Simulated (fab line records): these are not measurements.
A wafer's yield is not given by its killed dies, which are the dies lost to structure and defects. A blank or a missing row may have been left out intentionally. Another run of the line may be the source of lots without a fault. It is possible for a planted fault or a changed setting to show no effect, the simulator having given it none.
Chamber matching    flow nand_harc    rie_diel-06 running NHARC_THIN_TSV_ETCHBACK_48: 4 sister chambers
The step etches the open film in C4F8/Ar, target depth 1028.5 nm, time 405.17 s. 8 wafers are shown with their chamber, then 7 later ones without.

== WAFERS PAIRED WITH THEIR CHAMBERS ==
wafer   chamber  rf_vpp_V (V)  oes_product_au (a.u.)
L960.6  1        551           0.99
L965.4  3        549           0.92
L965.6  2        544           0.90
L975.2  2        545           0.98
L975.3  0        547           0.99
L975.6  3        550           0.98
L979.2  0        546           0.94
L979.3  1        551           0.96

== WAFERS WITH NO CHAMBER GIVEN ==
wafer   rf_vpp_V (V)  oes_product_au (a.u.)
L979.6  552           0.94
L982.1  544           0.91
L982.3  547           0.92
L982.6  546           0.91
L983.2  550           0.92
L983.4  550           0.91
L983.5  551           0.91

== WHICH CHAMBER EACH WENT THROUGH ==
wafer    from the rows above       in truth
L979.6   1                         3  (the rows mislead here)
L982.1   2                         2
L982.3   0                         0
L982.6   can't be placed: 0 or 2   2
L983.2   can't be placed: 3 or 1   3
L983.4   can't be placed: 3 or 1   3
L983.5   can't be placed: 1 or 3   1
Correct placement for 2 of the 7. These rows do not allow placing 4 (true chamber among the candidates in 4). Wrongly placed: 1.
How it was worked out, from the rows above alone: a wafer's distance from a chamber is the root of the sum, over the readings, of the square of ((its reading less the chamber's mean) divided by the reading's scatter). The wafer belongs to the nearest chamber; if the next one is less than 2 further off, it can't be placed. Each chamber's mean is taken over the wafers shown for it. The scatter: take each reading less its chamber's mean, square it, sum over the shown wafers, divide by the number of wafers less the number of chambers, and take the root.
